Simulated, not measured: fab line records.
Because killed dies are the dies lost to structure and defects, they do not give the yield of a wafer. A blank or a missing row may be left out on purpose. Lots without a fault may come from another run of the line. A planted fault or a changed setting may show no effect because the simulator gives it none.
A lot that was struck, set against a sound lot -- flow nand harc -- 15 out of 1159 route steps
Sound: the wafers L894.2, L894.4, L894.6. Struck: wafers L903.1, L903.3, L903.4. Last of all comes the cause.
Per side, at each step with rows, come the tool, then ch with its chambers, and then its first start. Under that, the readings that differ: sound wafers -- struck wafers -- difference of the means -- sigmas: that difference in standard deviations of wafers without a fault.
alike: a reading whose means differ by less than 2 such deviations, as well as words and numbers matching on both sides. not compared: withheld readings; readings where some wafer has no value; bounds like >300 that might hide an equal value; numbers whose values overlap and for which the record gives no deviation.
The two part at a step that has a row with sigmas, a row that says differs or no value, or rows on one side only. When numbers do not overlap yet have no deviation, they are printed without sigmas and do not part them. Lack of a reading on every wafer of one side parts them only where that side has two or more wafers.

first, 2 steps without rows for these wafers: NHARC_A_CONTACT_STRIP_104 (strips in CF4/CHF3); NHARC_A_CONTACT_STRIP_105 (strips in O2/COS).
NHARC_A_CONTACT_ETCH_106: etches the open film in CF4/O2, target depth 60 nm, overetch 6 nm, time 33 s.
  sound on rie diel-07 ch 0,3, day 17 18:32; struck on rie diel-13 ch 0,1,3, day 20 11:23
reading,sound,struck,difference,sigmas
showerhead plenum p Torr (Torr),1.35 1.31 1.31,1.39 1.41 1.39,+0.07,+2
  alike: bias w, drypump motor current A, oes product au, rf vpp V, throttle valve pct
  not compared: rf hours counter h
NHARC_A_CONTACT_STRIP_82: strips in O2.
  sound on rie diel-07 ch 1,3; struck on rie diel-13 ch 0,1,2
reading,sound,struck,difference,sigmas
throttle valve pct (%),17.040 17.045 17.069,17.042 17.018 17.037,-0.019,-2
  alike: drypump motor current A, oes product au, rf vpp V, showerhead plenum p Torr
  not compared: rf hours counter h
then, 1 step without rows for these wafers: NHARC_A_CONTACT_STRIP_83 (strips in post etch residue remover, time 600 s).
NHARC_A_CONTACT_DEP_84: deposits aC, target thk 2000 nm.
  sound on acl dep-01 ch 0, day 17 21:48; struck on acl dep-02 ch 0, day 20 12:01
  alike: throttle valve pct
NHARC_A_CONTACT_DEP_85: deposits SiON, target thk 50 nm.
  sound on pecvd-02 ch 0,2, day 17 22:52; struck on pecvd-03 ch 0,2, day 20 13:20
  alike: heater power w
then, 5 steps without rows for these wafers: NHARC_A_CONTACT_DEHYDRATE_00 (time 120 s); NHARC_A_CONTACT_HMDS_01 (time 30 s); NHARC_A_CONTACT_COAT_86 (time 75 s); NHARC_A_CONTACT_COAT_87 (time 65 s); NHARC_A_CONTACT_COAT_02 (resist thk 90 nm).
NHARC_A_CONTACT_SOFTBAKE_03: time 55 s.
  sound on litho track-01 ch 0, day 17 23:00; struck on litho track-01 ch 0, day 20 13:00
reading,sound,struck,difference,sigmas
heater power total W (W),188.38 188.46 188.72,191.20 191.10 191.09,+2.61,+19
then, 2 steps without rows for these wafers: NHARC_A_CONTACT_EBR_04; NHARC_END_SORT_01.

== WHERE THEY PART ==
At NHARC_A_CONTACT_ETCH_106 first; at NHARC_A_CONTACT_SOFTBAKE_03 last (within this record only).

WHY: what the simulator had put in
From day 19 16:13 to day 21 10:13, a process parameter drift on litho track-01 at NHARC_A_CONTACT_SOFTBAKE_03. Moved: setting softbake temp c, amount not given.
